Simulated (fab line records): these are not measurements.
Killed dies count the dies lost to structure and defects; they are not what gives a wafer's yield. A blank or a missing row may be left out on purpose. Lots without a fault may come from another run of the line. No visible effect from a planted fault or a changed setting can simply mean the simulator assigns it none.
What tool caused it? ; flow nand_harc ; 21 wafers from 7 lots sampled at 3 of the route's 1159 steps

WHAT THE GAUGES SHOWED, per wafer
NHARC_THIN_TSV_CD_MEAS_16.
lot;measured;on;cd_nm (nm)
L902;day 19 11:57;cd_sem-01;1002.3 1002.1 1000.3
L905;day 20 01:18;cd_sem-03;1000.2 1001.6 1000.4
L908;day 20 10:28;cd_sem-01;1001.5 1003.3 1003.5
L911;day 21 01:16;cd_sem-02;1000.1 998.8 1000.1
L912;day 21 10:13;cd_sem-02;999.4 999.3 1000.1
L919;day 24 01:33;cd_sem-02;999.1 999.4 1001.3
L922;day 24 10:02;cd_sem-01;998.7 998.8 998.9

TOOL THAT RAN EACH LOT (tool first, then ch and the chambers of the sampled wafers, then the start)
lot;NHARC_A_CHANNEL_HOLE_D1_DEP_00;NHARC_A_BONDPAD_DEGAS_25
L902;acl_dep-02 ch 0, day 8 17:14;pvd_sputter-01, day 18 18:20
L905;acl_dep-03 ch 0, day 9 09:54;pvd_sputter-03, day 19 05:29
L908;acl_dep-01 ch 0, day 9 18:38;pvd_sputter-01, day 19 15:22
L911;acl_dep-01 ch 0, day 10 15:40;pvd_sputter-02, day 20 13:37
L912;acl_dep-02 ch 0, day 11 14:52;pvd_sputter-03, day 20 18:37
L919;acl_dep-03 ch 0, day 12 17:07;pvd_sputter-02, day 23 07:29
L922;acl_dep-03 ch 0, day 13 19:47;pvd_sputter-02, day 23 18:28
- NHARC_A_CHANNEL_HOLE_D1_DEP_00: deposits aC, target thk 3100 nm.
- NHARC_A_BONDPAD_DEGAS_25: time 60 s.

THE ANSWER, worked out from the rows above alone
Rule: the lots themselves supply what counts as usual. The widest of any qualifying gaps counts: lots, ordered by their means at a reading, are off when they make up no more than a third of the lots, leave a main group of 4 or more, and stand apart from it by 3 or more times the standard deviation of that group's means. A main group whose means are all the same, to the digits that the tables above print for the reading, isn't used. Also off: a lot with no number at a reading for which 4 or more lots have one. All remaining lots with rows at the step are treated as sound.
No lot is off on any of the readings shown, so nothing can be concluded from this.

WHAT THE SIMULATOR HAD PUT IN
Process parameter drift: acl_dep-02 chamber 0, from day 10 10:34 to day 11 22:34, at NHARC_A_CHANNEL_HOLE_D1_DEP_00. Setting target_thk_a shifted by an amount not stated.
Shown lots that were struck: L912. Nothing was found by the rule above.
